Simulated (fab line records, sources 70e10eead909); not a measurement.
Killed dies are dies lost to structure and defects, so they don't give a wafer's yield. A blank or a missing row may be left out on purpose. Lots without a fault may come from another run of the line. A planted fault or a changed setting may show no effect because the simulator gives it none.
fab line records | flow nand_harc
record lots=11 wafers=33 last_day=24
route steps=1159 shown P_CONTACT@234 P_M0@253 END@1159
lots that met no fault: from a run of the same line without faults
start_h: hours from the record's first day to the start of the lot's first wafer shown | wait_h: hours since the lot's step before | " the same as in the row above | L1.1+2: a row that stands for several wafers | - no value, or no start given | * or withheld: withheld | < > ~ a bound
route shown NAME@n: a module of which the file shows steps, and the number in the route of the first | usual: mean/standard deviation of fault-free wafers | same: alike in all rows | chamber/n: place in a boat | sites: the reading at each site | _std_site: their standard deviation | _edge_site: outer sites' mean less inner sites' | radius_mm: how far each site lies from the wafer's centre | mask NAME#n: copy n | behind: the tool/chamber that last shaped the wafer | hold: why the lot was held/for how many hours/how that ended | device: the transistor (n, p or np) that didn't switch | end of line: the same wafers' tests at the end of the route | a step without rows: its recipe alone | killed: dies lost to structure and defects at the first sort, not the wafer's yield | map: a wafer's dies, x killed, . not, _ none there
set.NAME: the setting as run; set.NAME@STEP: as run at that earlier step | model.NAME: the simulator's own value behind a step, which no gauge read
steps of the route over a sample of lots; a table a step, a row a wafer
services: from which hour (start_h, from the record's first day; less than 0 if before it) a tool's chamber was out of use, for how many hours, and why
## steps
# step NHARC_P_CONTACT_INSPECT_14
# usual raw_defect_count=3.6/2.3
# columns lot.wafer tool chamber start_h wait_h raw_defect_count
L583.1 defect_inspect-01 - 118.55 0.0 7
L583.2 " - " " 4
L583.6 " - " " 5
L586.2 defect_inspect-01 - 135.23 0.0 0
L586.4 " - " " 5
L586.5 " - " " 6
L588.4 defect_inspect-02 - 141.81 0.0 3
L588.5 " - " " 5
L588.6 " - " " 5
L589.1 defect_inspect-02 - 153.83 0.0 5
L589.3 " - " " 3
L589.6 " - " " 2
L590.1 defect_inspect-01 - 154.11 0.0 1
L590.2 " - " " 3
L590.4 " - " " 0
L591.1 defect_inspect-02 - 170.43 0.0 2
L591.2 " - " " 4
L591.3 " - " " 3
L600.1 defect_inspect-01 - 222.40 0.0 7
L600.3 " - " " 4
L600.5 " - " " 9
L601.2 defect_inspect-01 - 226.31 0.0 5
L601.3 " - " " 1
L601.6 " - " " 1
L603.1 defect_inspect-02 - 237.66 0.0 5
L603.4 " - " " 6
L603.5 " - " " 2
L605.1 defect_inspect-01 - 241.87 0.0 2
L605.2 " - " " 4
L605.3 " - " " 2
L604.2 defect_inspect-01 - 242.05 0.0 2
L604.4 " - " " 2
L604.5 " - " " 2
# step NHARC_P_M0_DEP_00
# recipe target_thk_a=1500 target_thk_nm=150 temp_c=withheld pressure_torr=5 flow_sccm=200 rf_w=600 material=SiOC
# usual rf_fwd_power_W=598.5/1.8
# columns lot.wafer tool chamber start_h wait_h rf_fwd_power_W
L583.2 pecvd-03 2 125.77 0.1 594.2
L583.1 " 1 " " 603.5
L583.6 " 0 " " 600.4
L586.2 pecvd-03 1 138.91 0.1 599.4
L586.5 " 0 " " 598.0
L586.4 " 2 " " 599.5
L588.5 pecvd-03 2 149.96 0.2 599.2
L588.4 " 0 " " 596.8
L588.6 " 1 " " 598.8
L589.1 pecvd-03 2 158.98 0.1 598.4
L589.3 " 0 " " 599.5
L589.6 " 1 " " 695.9
L590.2 pecvd-03 2 159.47 0.1 599.6
L590.1 " 0 " " 599.9
L590.4 " 1 " " 692.2
L591.1 pecvd-02 2 173.82 0.1 598.9
L591.2 " 0 " " 600.5
L591.3 " 1 " " 597.8
L600.1 pecvd-02 1 226.30 0.1 599.7
L600.3 " 2 " " 601.2
L600.5 " 0 " " 598.2
L601.3 pecvd-02 2 234.36 0.1 598.2
L601.2 " 0 " " 598.9
L601.6 " 1 " " 596.0
L603.1 pecvd-02 2 240.95 0.1 595.2
L603.5 " 2 " " 593.7
L603.4 " 0 " " 597.3
L605.3 pecvd-03 1 245.12 0.1 597.2
L605.1 " 2 " " 598.8
L605.2 " 0 " " 598.9
L604.2 pecvd-02 0 245.42 0.1 601.4
L604.4 " 0 " " 598.0
L604.5 " 1 " " 597.0
# step NHARC_P_M0_DESCUM_14
# recipe time_s=3 o2_flow_sccm=200 ar_flow_sccm=0 bias_power_w=0 chemistry=O2
# usual chamber_pressure_mTorr=60.00/0.054 drypump_motor_current_A=5.6/0.61 oes_product_au=1.000/0.0099 rf_vpp_V=58.0/0.91 showerhead_plenum_p_Torr=1.96/0.065 throttle_valve_pct=11.311/0.0088
# columns lot.wafer tool chamber start_h wait_h chamber_pressure_mTorr drypump_motor_current_A oes_product_au rf_hours_counter_h rf_vpp_V showerhead_plenum_p_Torr throttle_valve_pct
L583.2 rie_diel-03 0 126.68 0.1 59.96 4.8 0.999 6 58.6 2.05 11.320
L583.1 " 1 " " 60.08 5.5 0.999 5 55.5 1.94 11.304
L583.6 " 0 " " 59.97 4.9 1.000 - 58.6 2.05 11.297
L586.2 rie_diel-03 0 139.89 0.1 59.96 4.9 0.993 7 57.3 2.05 11.320
L586.4 " 1 " " 60.02 5.4 0.996 6 58.1 1.94 11.314
L586.5 " 1 " " 59.99 5.5 1.002 - 58.8 1.94 11.303
L588.6 rie_diel-08 2 150.75 0.1 59.96 5.6 0.991 - 57.1 2.00 11.317
L588.5 " 3 " " 60.03 5.8 1.007 - 59.3 1.89 11.310
L588.4 " 1 " " 60.07 5.0 0.996 - 58.1 1.89 11.293
L589.1 rie_diel-03 3 159.95 0.1 59.99 5.2 0.994 8 56.3 1.89 11.307
L589.3 " 2 " " 59.95 5.7 1.007 7 58.5 2.03 11.319
L589.6 " 0 " " 60.09 4.9 1.010 - 57.5 2.05 11.319
L590.2 rie_diel-05 2 160.49 0.1 60.10 4.7 1.016 11 57.7 2.07 11.315
L590.4 " 0 " " 60.03 6.1 1.009 12 57.0 1.94 11.319
L590.1 " 1 " " 60.02 6.7 0.993 12 58.9 1.92 11.321
L591.3 rie_diel-08 0 174.74 0.1 59.96 6.4 1.003 1 59.6 1.91 11.307
L591.1 " 1 " " 59.96 5.0 1.009 4 57.1 1.89 11.311
L591.2 " 2 " " 60.10 5.6 1.004 4 58.7 2.00 11.313
L600.1 rie_diel-03 0 227.32 0.1 60.01 4.9 1.005 0 56.4 2.05 11.311
L600.3 " 3 " " 59.98 5.3 1.009 0 58.4 1.89 11.321
L600.5 " 0 " " 59.92 4.8 1.008 - 58.6 2.05 11.309
L601.3 rie_diel-05 2 235.26 0.1 59.97 4.6 1.020 3 59.4 2.07 11.312
L601.2 " 0 " " 59.99 6.1 1.003 4 57.7 1.94 11.316
L601.6 " 3 " " 59.86 6.5 1.003 - 57.7 1.92 11.303
L603.1 rie_diel-08 2 241.84 0.1 59.96 5.6 0.991 9 58.0 2.00 11.308
L603.4 " 0 " " 59.90 6.4 0.983 6 57.8 1.91 11.295
L603.5 " 2 " " 60.06 5.6 1.000 - 57.4 2.00 11.305
L605.3 rie_diel-08 0 246.16 0.1 60.06 6.4 0.983 7 56.4 1.91 11.325
L605.1 " 1 " " 59.99 5.0 1.002 9 56.8 1.89 11.315
L605.2 " 3 " " 60.06 5.8 0.993 10 58.2 1.89 11.324
L604.2 rie_diel-03 0 246.48 0.1 59.93 4.9 0.985 1 59.0 2.05 11.326
L604.5 " 3 " " 60.12 5.3 1.020 - 58.4 1.89 11.309
L604.4 " 0 " " 60.05 4.9 0.996 - 58.2 2.05 11.313
# step NHARC_P_M0_ETCH_34
# recipe target_depth_a=400 overetch_a=120 time_s=43.94 ion_energy_ev=200 n2_flow_sccm=150 h2_flow_sccm=150 ar_flow_sccm=0 rf_w=400 bias_w=150 chemistry=N2/H2
# usual chamber_pressure_mTorr=30.00/0.03 drypump_motor_current_A=5.6/0.58 oes_product_au=1.001/0.0086 rf_vpp_V=431.7/2 showerhead_plenum_p_Torr=2.09/0.069 throttle_valve_pct=14.171/0.0086
# columns lot.wafer tool chamber start_h wait_h chamber_pressure_mTorr drypump_motor_current_A oes_product_au rf_hours_counter_h rf_vpp_V showerhead_plenum_p_Torr throttle_valve_pct
L583.2 rie_diel-03 0 126.75 0.1 29.95 4.8 0.998 6 433.9 2.19 14.162
L583.1 " 3 " " 30.00 5.3 0.999 6 429.7 2.01 14.175
L583.6 " 0 " " 29.95 4.9 0.997 - 434.6 2.19 14.178
L586.2 rie_diel-03 3 139.98 0.1 29.99 5.3 1.002 7 429.0 2.01 14.160
L586.4 " 1 " " 30.01 5.5 1.000 6 432.1 2.07 14.163
L586.5 " 3 " " 29.96 5.2 0.990 - 429.8 2.01 14.167
L588.5 rie_diel-08 1 150.84 0.1 29.98 5.0 0.993 - 429.6 2.01 14.181
L588.4 " 2 " " 30.00 5.6 0.991 - 433.1 2.14 14.155
L588.6 " 3 " " 29.99 5.8 0.995 - 430.1 2.02 14.174
L589.3 rie_diel-03 1 160.04 0.1 30.00 5.4 0.994 8 431.0 2.07 14.166
L589.1 " 3 " " 30.06 5.3 0.995 8 429.2 2.01 14.181
L589.6 " 1 " " 29.98 5.5 0.997 - 432.1 2.07 14.169
L590.4 rie_diel-05 3 160.57 0.1 29.99 6.6 0.996 5 429.0 2.05 14.176
L590.2 " 1 " " 30.02 6.7 1.007 12 430.7 2.05 14.164
L590.1 " 2 " " 30.00 4.6 1.030 11 434.7 2.21 14.170
L591.1 rie_diel-08 2 174.83 0.1 30.05 5.6 1.013 4 433.1 2.14 14.165
L591.3 " 3 " " 30.01 5.8 1.007 4 430.4 2.02 14.175
L591.2 " 0 " " 30.00 6.4 0.998 1 431.6 2.04 14.180
L600.3 rie_diel-03 3 227.41 0.1 30.02 5.3 1.001 0 427.6 2.01 14.158
L600.1 " 0 " " 30.01 4.8 1.000 0 435.8 2.19 14.174
L600.5 " 2 " " 30.06 5.7 0.996 - 433.5 2.17 14.173
L601.2 rie_diel-05 0 235.35 0.1 30.01 6.1 1.008 4 430.8 2.07 14.172
L601.3 " 2 " " 29.98 4.7 1.022 3 434.0 2.21 14.170
L601.6 " 3 " " 29.99 6.5 0.989 - 431.1 2.05 14.171
L603.1 rie_diel-08 0 241.94 0.1 29.96 6.4 0.991 6 431.8 2.04 14.184
L603.4 " 1 " " 30.01 5.0 1.003 8 428.2 2.01 14.166
L603.5 " 3 " " 30.00 5.8 1.016 - 431.1 2.02 14.174
L605.3 rie_diel-08 1 246.25 0.1 30.00 5.0 1.001 9 429.0 2.01 14.162
L605.1 " 2 " " 30.01 5.6 1.005 9 433.1 2.14 14.172
L605.2 " 3 " " 29.98 5.8 1.004 10 429.3 2.02 14.172
L604.2 rie_diel-03 3 246.58 0.1 30.00 5.2 1.005 1 429.7 2.01 14.171
L604.5 " 2 " " 30.01 5.7 0.995 - 431.8 2.17 14.184
L604.4 " 0 " " 30.01 4.9 1.004 - 434.1 2.19 14.183
# step NHARC_END_SORT_01
# recipe temp_c=25
# usual defect_limited_yield=95.5/1.3 killed_at_array=27/8.8 killed_at_other=0.4/0.82 killed_at_periphery=3.1/2.1 killed_dies=31/8.8 killed_open=3.3/2 killed_short=2.0/1.4 sort_bin_2_pct=1.3/0.56 sort_bin_3_pct=0.25/0.21 sort_bin_4_pct=2.9/0.89 sort_n_pass=646/8.8 sort_rim_yield_pct=95.8/2.7 sort_yield_pct=95.5/1.3
# same gross_dies=677 sort_bin_5_pct[%]=0 sort_bin_6_pct[%]=0 sort_bin_7_pct[%]=0 sort_bin_8_pct[%]=0 sort_rim_n_gross=106.00
# columns lot.wafer tool chamber start_h wait_h defect_limited_yield[%] killed_at_array killed_at_other killed_at_periphery killed_dies killed_open killed_short sort_bin_2_pct[%] sort_bin_3_pct[%] sort_bin_4_pct[%] sort_n_pass sort_rim_yield_pct[%] sort_yield_pct[%]
L583.1 prober-01 0 466.76 2.5 96.8 18 0 4 22 1 4 0.9 0.15 2.2 655 92.5 96.8
L583.2 prober-01 0 467.56 2.8 97.0 15 1 4 20 2 1 0.6 0.15 2.2 657 98.1 97.0
L583.6 prober-01 0 470.76 4.0 97.0 18 0 2 20 2 4 0.6 0.30 2.1 657 93.4 97.0
L586.2 prober-02 0 468.61 2.8 96.5 20 0 4 24 5 2 1.5 0.30 1.8 653 96.2 96.5
L586.4 prober-02 0 470.22 3.4 96.6 18 0 5 23 4 3 1.0 0.30 2.1 654 95.3 96.6
L586.5 prober-02 0 471.02 3.7 96.6 18 0 5 23 5 2 1.3 0 2.1 654 95.3 96.6
L588.4 prober-02 0 477.97 3.4 94.8 33 0 2 35 6 1 1.6 0.15 3.4 642 97.2 94.8
L588.5 prober-02 0 478.77 3.7 95.4 25 0 6 31 4 3 1.0 0.15 3.4 646 97.2 95.4
L588.6 prober-02 0 479.57 4.0 94.8 32 0 3 35 6 1 1.6 0 3.5 642 99.1 94.8
L589.1 prober-02 0 483.35 2.5 93.9 37 0 4 41 5 5 1.3 0.74 4.0 636 98.1 93.9
L589.3 prober-02 0 484.97 3.1 96.0 26 0 1 27 2 2 1.2 0.44 2.4 650 99.1 96.0
L589.6 prober-02 0 487.39 4.0 96.3 22 0 3 25 1 3 1.3 0.44 1.9 652 97.2 96.3
L590.1 prober-01 0 490.23 2.5 95.6 29 0 1 30 7 2 1.9 0 2.5 647 92.5 95.6
L590.2 prober-01 0 491.01 2.8 95.6 29 0 1 30 1 1 1.2 0.30 3.0 647 94.3 95.6
L590.4 prober-01 0 492.57 3.4 96.3 25 0 0 25 2 2 1.0 0 2.7 652 91.5 96.3
L591.1 prober-01 0 497.92 2.5 97.3 13 0 5 18 4 2 0.4 0 2.2 659 98.1 97.3
L591.2 prober-01 0 498.72 2.8 96.6 15 0 8 23 2 0 1.5 0.30 1.6 654 96.2 96.6
L591.3 prober-01 0 499.52 3.1 97.6 13 0 3 16 2 1 0.7 0 1.6 661 98.1 97.6
L600.1 prober-02 0 553.82 2.5 94.4 25 3 10 38 3 4 1.0 0.44 4.1 639 98.1 94.4
L600.3 prober-02 0 555.40 3.1 95.6 27 0 3 30 2 0 1.3 0.59 2.5 647 99.1 95.6
L600.5 prober-02 0 556.98 3.7 95.7 22 1 6 29 2 4 0.9 0.15 3.2 648 99.1 95.7
L601.2 prober-01 0 554.68 2.8 95.3 27 0 5 32 4 0 1.2 0.30 3.2 645 95.3 95.3
L601.3 prober-01 0 555.48 3.1 96.0 26 0 1 27 6 2 0.6 0.15 3.2 650 97.2 96.0
L601.6 prober-01 0 557.86 4.0 94.8 31 1 3 35 2 1 1.8 0.44 3.0 642 92.5 94.8
L603.1 prober-01 0 561.68 2.5 94.7 33 0 3 36 2 0 2.1 0.30 3.0 641 99.1 94.7
L603.4 prober-01 0 564.06 3.4 95.3 25 0 7 32 2 2 1.2 0.15 3.4 645 98.1 95.3
L603.5 prober-01 0 564.86 3.7 94.7 35 0 1 36 1 2 1.8 0.30 3.2 641 99.1 94.7
L604.2 prober-02 0 570.12 2.8 92.2 53 0 0 53 2 0 2.2 0.15 5.5 624 93.4 92.2
L604.4 prober-02 0 571.69 3.4 93.4 41 0 4 45 7 1 1.6 0.89 4.1 632 94.3 93.4
L604.5 prober-02 0 572.48 3.6 92.6 49 0 1 50 6 2 2.2 0.30 4.9 627 93.4 92.6
L605.1 prober-01 0 571.54 2.5 93.6 38 0 5 43 4 4 1.8 0.44 4.1 634 89.6 93.6
L605.2 prober-01 0 572.33 2.8 93.9 37 0 4 41 2 1 1.2 0.59 4.3 636 90.6 93.9
L605.3 prober-01 0 573.11 3.1 92.9 42 1 5 48 7 2 2.2 0.30 4.6 629 92.5 92.9
# killed by level:class
L583.1 A_STAIRCASE:chamber_film_flake=4 A_WL_FILL:chamber_film_flake=4 P_GATE:chamber_film_flake=3 A_CONTACT:chamber_film_flake=2 P_STI:geometric_particle:short=1 A_ONON_D1:geometric_particle:short=1 A_CHANNEL_FILL_D1:geometric_particle:short=1 A_CHANNEL_FILL_D1:geometric_particle:open=1
L583.2 A_WL_FILL:chamber_film_flake=5 A_STAIRCASE:chamber_film_flake=4 A_SLIT:chamber_film_flake=2 A_CONTACT:chamber_film_flake=2 P_M0:geometric_particle:open=1 P_M2:geometric_particle:short=1 A_CHANNEL_HOLE_D1:geometric_particle:open=1 P_ZERO_WELL:chamber_film_flake=1
L586.2 A_SLIT:chamber_film_flake=7 A_CHANNEL_HOLE_D1:chamber_film_flake=3 P_M0:geometric_particle:open=2 A_STAIRCASE:chamber_film_flake=2 A_SGD_CUT:chamber_film_flake=2 A_CONTACT:chamber_film_flake=2 P_CONTACT:geometric_particle:open=1 A_WL_FILL:geometric_particle:short=1
L586.4 A_SLIT:chamber_film_flake=4 A_CONTACT:geometric_particle:open=3 P_ZERO_WELL:chamber_film_flake=3 A_STAIRCASE:chamber_film_flake=3 A_CHANNEL_HOLE_D1:chamber_film_flake=2 A_WL_FILL:chamber_film_flake=2 P_M0:geometric_particle:open=1 A_CHANNEL_FILL_D1:geometric_particle:short=1
L583.6 A_WL_FILL:chamber_film_flake=3 A_WL_FILL:geometric_particle:short=2 P_GATE:chamber_film_flake=2 A_CHANNEL_HOLE_D1:chamber_film_flake=2 A_STAIRCASE:chamber_film_flake=2 A_SLIT:chamber_film_flake=2 A_SGD_CUT:geometric_particle:short=1 A_SGD_CUT:geometric_particle:open=1
L586.5 A_SLIT:chamber_film_flake=7 A_CONTACT:geometric_particle:open=2 P_ZERO_WELL:chamber_film_flake=2 A_CHANNEL_HOLE_D1:chamber_film_flake=2 A_STAIRCASE:chamber_film_flake=2 A_CONTACT:chamber_film_flake=2 P_GATE:geometric_particle:open=1 P_CONTACT:geometric_particle:short=1
L588.4 A_CHANNEL_HOLE_D1:chamber_film_flake=13 A_CONTACT:chamber_film_flake=5 A_M1:chamber_film_flake=4 A_STAIRCASE:chamber_film_flake=3 A_SOURCE_PLATE:geometric_particle:open=2 P_M2:geometric_particle:open=1 A_STAIRCASE:geometric_particle:open=1 A_WL_FILL:geometric_particle:short=1
L588.5 A_CHANNEL_HOLE_D1:chamber_film_flake=8 A_STAIRCASE:chamber_film_flake=7 A_CONTACT:chamber_film_flake=3 A_CONTACT:geometric_particle:short=2 A_M1:chamber_film_flake=2 P_CONTACT:geometric_particle:open=1 P_M0:geometric_particle:open=1 P_M1:geometric_particle:open=1
L588.6 A_CHANNEL_HOLE_D1:chamber_film_flake=14 A_STAIRCASE:chamber_film_flake=5 P_ZERO_WELL:chamber_film_flake=3 A_CONTACT:chamber_film_flake=3 A_CONTACT:geometric_particle:open=2 A_BLC:geometric_particle:open=2 A_CHANNEL_FILL_D1:geometric_particle:open=1 A_WL_FILL:geometric_particle:short=1
L589.1 A_CHANNEL_HOLE_D1:chamber_film_flake=19 A_STAIRCASE:chamber_film_flake=6 A_CONTACT:chamber_film_flake=3 A_CHANNEL_FILL_D1:geometric_particle:short=2 A_WL_FILL:geometric_particle:open=2 A_CONTACT:geometric_particle:open=2 P_ZERO_WELL:chamber_film_flake=2 P_STI:geometric_particle:short=1
L589.3 A_CHANNEL_HOLE_D1:chamber_film_flake=15 A_STAIRCASE:chamber_film_flake=3 A_CHANNEL_FILL_D1:geometric_particle:short=2 A_CONTACT:chamber_film_flake=2 A_CONTACT:geometric_particle:open=1 A_BLC:geometric_particle:open=1 P_ZERO_WELL:chamber_film_flake=1 A_ZERO_WELL:chamber_film_flake=1
L589.6 A_CHANNEL_HOLE_D1:chamber_film_flake=15 A_STAIRCASE:chamber_film_flake=2 A_CONTACT:chamber_film_flake=2 P_CONTACT:geometric_particle:short=1 P_M0:geometric_particle:open=1 A_CHANNEL_FILL_D1:geometric_particle:short=1 A_CONTACT:geometric_particle:short=1 P_ZERO_WELL:chamber_film_flake=1
L590.1 A_SLIT:chamber_film_flake=12 A_CHANNEL_HOLE_D1:chamber_film_flake=3 A_CHANNEL_FILL_D1:geometric_particle:open=2 A_BLC:geometric_particle:open=2 A_STAIRCASE:chamber_film_flake=2 A_SGD_CUT:chamber_film_flake=2 P_CONTACT:geometric_particle:open=1 A_WL_FILL:geometric_particle:short=1
L590.2 A_SLIT:chamber_film_flake=20 A_SGD_CUT:chamber_film_flake=3 A_CONTACT:chamber_film_flake=3 P_GATE:geometric_particle:short=1 A_ONON_D1:geometric_particle:open=1 A_CHANNEL_HOLE_D1:chamber_film_flake=1 A_STAIRCASE:chamber_film_flake=1
L590.4 A_CHANNEL_HOLE_D1:chamber_film_flake=8 A_SLIT:chamber_film_flake=7 A_SGD_CUT:chamber_film_flake=4 A_WL_FILL:geometric_particle:open=2 A_SGD_CUT:geometric_particle:short=1 A_WL_FILL:geometric_particle:short=1 A_CHANNEL_FILL_D1:chamber_film_flake=1 A_CONTACT:chamber_film_flake=1
L591.1 P_BONDPAD:chamber_film_flake=5 A_CHANNEL_HOLE_D1:chamber_film_flake=4 A_CONTACT:chamber_film_flake=2 A_ONON_D1:geometric_particle:short=1 A_ONON_D1:geometric_particle:open=1 A_CHANNEL_FILL_D1:geometric_particle:open=1 A_WL_FILL:geometric_particle:short=1 A_CONTACT:geometric_particle:open=1
L591.2 P_BONDPAD:chamber_film_flake=5 A_CONTACT:chamber_film_flake=5 A_CHANNEL_HOLE_D1:chamber_film_flake=4 A_STAIRCASE:chamber_film_flake=4 P_M0:geometric_particle:open=1 A_WL_FILL:geometric_particle:open=1 P_ZERO_WELL:chamber_film_flake=1 P_CONTACT:chamber_film_flake=1
L591.3 A_CONTACT:chamber_film_flake=6 P_BONDPAD:chamber_film_flake=3 A_CHANNEL_HOLE_D1:chamber_film_flake=3 A_CHANNEL_HOLE_D1:geometric_particle:open=1 A_STAIRCASE:geometric_particle:open=1 A_CONTACT:geometric_particle:short=1 A_STAIRCASE:chamber_film_flake=1
L600.1 A_CHANNEL_HOLE_D1:chamber_film_flake=17 P_STI:chamber_film_flake=4 P_M0:chamber_film_flake=4 A_STAIRCASE:geometric_particle:open=2 A_STAIRCASE:chamber_film_flake=2 THIN_TSV:chamber_film_flake=2 P_M1:geometric_particle:short=1 A_ONON_D1:geometric_particle:short=1
L601.2 A_SLIT:chamber_film_flake=12 A_CHANNEL_HOLE_D1:chamber_film_flake=5 A_WL_FILL:chamber_film_flake=3 A_CONTACT:chamber_film_flake=3 A_CHANNEL_FILL_D1:geometric_particle:open=2 P_STI:chamber_film_flake=2 A_ONON_D1:geometric_particle:open=1 A_BLC:geometric_particle:open=1
L600.3 A_CHANNEL_HOLE_D1:chamber_film_flake=21 A_STAIRCASE:chamber_film_flake=4 A_CHANNEL_FILL_D1:geometric_particle:open=1 P_STI:chamber_film_flake=1 A_BLC:geometric_particle:open=1 P_GATE:chamber_film_flake=1 P_M0:chamber_film_flake=1
L601.3 A_SLIT:chamber_film_flake=11 A_CONTACT:geometric_particle:open=2 A_CHANNEL_HOLE_D1:chamber_film_flake=2 A_STAIRCASE:chamber_film_flake=2 A_SOURCE_PLATE:geometric_particle:short=1 A_ONON_D1:geometric_particle:open=1 A_WL_FILL:geometric_particle:open=1 A_BLC:geometric_particle:open=1
L600.5 A_CHANNEL_HOLE_D1:chamber_film_flake=16 P_M0:chamber_film_flake=3 P_STI:chamber_film_flake=2 A_ONON_D1:geometric_particle:short=1 A_CONTACT:geometric_particle:open=1 A_CONTACT:geometric_particle:short=1 A_BLC:geometric_particle:short=1 A_M0:geometric_particle:open=1
L601.6 A_SLIT:chamber_film_flake=14 A_CHANNEL_HOLE_D1:chamber_film_flake=6 A_STAIRCASE:chamber_film_flake=3 A_CONTACT:chamber_film_flake=3 A_CHANNEL_FILL_D1:chamber_film_flake=1 A_CHANNEL_HOLE_D1:geometric_particle:open=1 A_CHANNEL_FILL_D1:geometric_particle:short=1 A_WL_FILL:geometric_particle:open=1
L603.1 A_CHANNEL_HOLE_D1:chamber_film_flake=26 A_STAIRCASE:chamber_film_flake=3 P_M0:geometric_particle:open=1 A_WL_FILL:geometric_particle:open=1 P_GATE:chamber_film_flake=1 P_M1:chamber_film_flake=1 A_SLIT:chamber_film_flake=1 A_WL_FILL:chamber_film_flake=1
L603.4 A_CHANNEL_HOLE_D1:chamber_film_flake=20 P_GATE:chamber_film_flake=3 P_STI:chamber_film_flake=2 A_STAIRCASE:chamber_film_flake=2 P_CONTACT:geometric_particle:short=1 P_M0:geometric_particle:short=1 A_WL_FILL:geometric_particle:open=1 A_BLC:geometric_particle:open=1
L603.5 A_CHANNEL_HOLE_D1:chamber_film_flake=25 A_WL_FILL:chamber_film_flake=3 A_CONTACT:chamber_film_flake=3 P_M0:geometric_particle:open=1 A_SOURCE_PLATE:geometric_particle:short=1 A_CHANNEL_FILL_D1:geometric_particle:short=1 A_STAIRCASE:chamber_film_flake=1 A_SLIT:chamber_film_flake=1
L604.2 A_CHANNEL_HOLE_D1:chamber_film_flake=26 A_SLIT:chamber_film_flake=18 A_CONTACT:chamber_film_flake=3 A_STAIRCASE:chamber_film_flake=2 A_ONON_D1:geometric_particle:open=1 A_SGD_CUT:geometric_particle:open=1 A_WL_FILL:chamber_film_flake=1 A_BLC:chamber_film_flake=1
L605.1 A_SLIT:chamber_film_flake=16 A_CHANNEL_HOLE_D1:chamber_film_flake=5 A_STAIRCASE:chamber_film_flake=5 A_CONTACT:chamber_film_flake=5 P_M1:chamber_film_flake=4 A_CHANNEL_FILL_D1:geometric_particle:short=2 P_M0:geometric_particle:open=1 A_SOURCE_PLATE:geometric_particle:short=1
L604.4 A_CHANNEL_HOLE_D1:chamber_film_flake=18 A_SLIT:chamber_film_flake=12 A_STAIRCASE:chamber_film_flake=3 A_WL_FILL:geometric_particle:open=2 A_CONTACT:geometric_particle:open=2 P_BONDPAD:chamber_film_flake=2 P_CONTACT:geometric_particle:open=1 P_BONDPAD:geometric_particle:open=1
L605.2 A_SLIT:chamber_film_flake=14 A_CHANNEL_HOLE_D1:chamber_film_flake=7 A_STAIRCASE:chamber_film_flake=7 A_CONTACT:chamber_film_flake=5 P_M1:chamber_film_flake=2 A_BLC:geometric_particle:open=1 A_M0:geometric_particle:short=1 A_M1:geometric_particle:open=1
L604.5 A_CHANNEL_HOLE_D1:chamber_film_flake=22 A_SLIT:chamber_film_flake=12 A_CONTACT:chamber_film_flake=5 A_M0:geometric_particle:open=2 A_BLC:chamber_film_flake=2 A_SOURCE_PLATE:geometric_particle:open=1 A_SOURCE_PLATE:geometric_particle:short=1 A_ONON_D1:geometric_particle:short=1
L605.3 A_SLIT:chamber_film_flake=13 A_CHANNEL_HOLE_D1:chamber_film_flake=10 A_CONTACT:chamber_film_flake=9 P_M1:chamber_film_flake=3 A_STAIRCASE:chamber_film_flake=3 A_CHANNEL_FILL_D1:geometric_particle:open=2 A_CONTACT:geometric_particle:open=2 P_GATE:geometric_particle:open=1
## services
# columns tool chamber start_h hours kind
rie_diel-05 - 107.43 0.3 repair
pecvd-03 - 111.37 13.0 pm
rie_diel-03 0 120.80 - clean
rie_diel-03 1 120.80 - clean
rie_diel-03 2 120.80 - clean
rie_diel-03 3 120.80 - clean
rie_diel-08 - 124.80 9.0 pm
rie_diel-03 0 145.30 - clean
rie_diel-03 1 145.30 - clean
rie_diel-03 2 145.30 - clean
rie_diel-03 3 145.30 - clean
rie_diel-05 1 148.03 5.6 repair
rie_diel-08 0 148.47 21.4 repair
pecvd-02 - 153.24 13.0 pm
rie_diel-03 0 169.80 - clean
rie_diel-05 - 169.94 9.0 pm
pecvd-02 - 170.52 0.4 repair
pecvd-02 0 207.03 5.3 repair
pecvd-02 - 211.36 0.4 repair
rie_diel-03 - 215.30 9.0 pm
pecvd-02 - 235.98 0.8 repair
rie_diel-03 1 237.99 10.2 repair
rie_diel-03 0 240.92 4.2 repair
rie_diel-05 2 246.10 8.9 repair
## key
first_sign step=NHARC_P_M0_DEP_00 reading=rf_fwd_power_W direction=up sigmas=53 usual=* struck=*
effect none on later readings
met_at NHARC_P_M0_DEP_00
struck_lots L589,L590
struck_wafers L589.6,L590.4
not_acting_at NHARC_P_CONTACT_INSPECT_14,NHARC_P_M0_DESCUM_14,NHARC_P_M0_ETCH_34
onset_between 149.96 158.98
fault kind=process_parameter_drift tool=pecvd-03 chamber=1 onset_h=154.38 steps=NHARC_P_M0_DEP_00 channel=rf_w offset=* shape=step end_h=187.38 acts_in=* stated=*
